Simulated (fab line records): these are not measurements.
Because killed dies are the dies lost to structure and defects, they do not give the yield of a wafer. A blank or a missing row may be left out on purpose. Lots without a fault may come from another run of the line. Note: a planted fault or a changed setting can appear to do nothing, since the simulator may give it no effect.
Which tool did it? :: flow n5-finfet :: 12 lots, 36 wafers sampled, at 1 step of a route of 1938

WHAT THE GAUGES SHOWED, per wafer
N5_BEOL_M9_CD_MEAS_18: pitch 140 nm, target cd 70 nm.
lot: L075
measured: day 9 19:16
on: cd-sem-02
cd-nm (nm): 69.5 69.9 69.5

lot: L078
measured: day 10 08:50
on: cd-sem-03
cd-nm (nm): 71.3 70.5 70.4

lot: L080
measured: day 10 21:16
on: cd-sem-03
cd-nm (nm): 69.3 69.0 69.3

lot: L082
measured: day 11 12:39
on: cd-sem-01
cd-nm (nm): 70.3 70.4 71.2

lot: L084
measured: day 12 19:08
on: cd-sem-01
cd-nm (nm): 69.3 70.0 70.7

lot: L085
measured: day 12 23:17
on: cd-sem-02
cd-nm (nm): 69.1 69.7 69.5

lot: L089
measured: day 13 12:25
on: cd-sem-03
cd-nm (nm): 70.1 69.3 69.7

lot: L090
measured: day 13 15:56
on: cd-sem-02
cd-nm (nm): 69.7 70.3 69.9

lot: L092
measured: day 14 07:34
on: cd-sem-03
cd-nm (nm): 70.2 69.9 70.7

lot: L094
measured: day 15 14:22
on: cd-sem-01
cd-nm (nm): 68.3 69.6 69.1

lot: L095
measured: day 15 19:00
on: cd-sem-03
cd-nm (nm): 70.1 71.0 70.5

lot: L096
measured: day 17 04:58
on: cd-sem-03
cd-nm (nm): 71.1 70.2 68.7

TOOL THAT RAN EACH LOT (tool first, then ch and the chambers of the sampled wafers, then the start)
The record shows no process step preceding these readings.

THE ANSWER, worked out from the rows above alone
Rule: usual is defined by the lots themselves. The widest of any qualifying gaps counts: lots, ordered by their means at a reading, are off when they make up no more than a third of the lots, leave a main group of 4 or more, and stand apart from it by 3 or more times the standard deviation of that group's means. Not used: any main group whose means are identical at the precision the tables above print for the reading. A lot without any number at a reading at which 4 lots or more have one is off too. Where the step has rows for the other lots, those lots are counted as sound.
Nothing can be told from this: no lot is off at any reading shown.

WHAT THE SIMULATOR HAD PUT IN
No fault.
